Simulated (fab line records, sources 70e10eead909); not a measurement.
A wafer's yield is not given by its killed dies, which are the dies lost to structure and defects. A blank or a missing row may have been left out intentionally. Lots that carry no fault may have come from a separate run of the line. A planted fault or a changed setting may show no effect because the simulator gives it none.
Chamber matching / flow nand harc / pecvd-04 running NHARC_THIN_TSV_DEP_47: 3 sister chambers
The step deposits SiO2, target thk 200 nm. 3 wafers are shown with their chamber, then 7 later ones without.

== WAFERS WITH THEIR CHAMBER ==
wafer=L360.2; chamber=0; throttle valve pct (%)=15.1
wafer=L364.1; chamber=1; throttle valve pct (%)=15.8
wafer=L364.5; chamber=2; throttle valve pct (%)=16.2

== WAFERS MISSING THEIR CHAMBER ==
wafer=L364.6; throttle valve pct (%)=15.6
wafer=L369.1; throttle valve pct (%)=15.7
wafer=L369.5; throttle valve pct (%)=16.1
wafer=L369.6; throttle valve pct (%)=15.6
wafer=L374.2; throttle valve pct (%)=15.8
wafer=L374.4; throttle valve pct (%)=16.2
wafer=L374.5; throttle valve pct (%)=15.7

== EACH ONE'S CHAMBER ==
wafer=L364.6; from the rows above=1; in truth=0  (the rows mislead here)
wafer=L369.1; from the rows above=1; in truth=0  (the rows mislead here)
wafer=L369.5; from the rows above=can't be placed: 2 or 1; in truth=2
wafer=L369.6; from the rows above=1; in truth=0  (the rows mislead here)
wafer=L374.2; from the rows above=1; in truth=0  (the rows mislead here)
wafer=L374.4; from the rows above=2; in truth=2
wafer=L374.5; from the rows above=1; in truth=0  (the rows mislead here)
Correct placement for 1 of the 7. Not placeable from these rows: 1 (in 1, the candidates include the true chamber). Wrongly placed: 5.
How it was worked out, from the rows above alone: a wafer's distance from a chamber is the root of the sum, over the readings, of the square of ((its reading less the chamber's mean) divided by the reading's scatter). The wafer belongs to the nearest chamber; if the next one is less than 2 further off, it can't be placed. For every chamber, the mean is computed from those of its wafers that are shown. The scatter: root of mean squared gap, hidden wafer to nearest shown wafer, with one shown wafer a chamber.
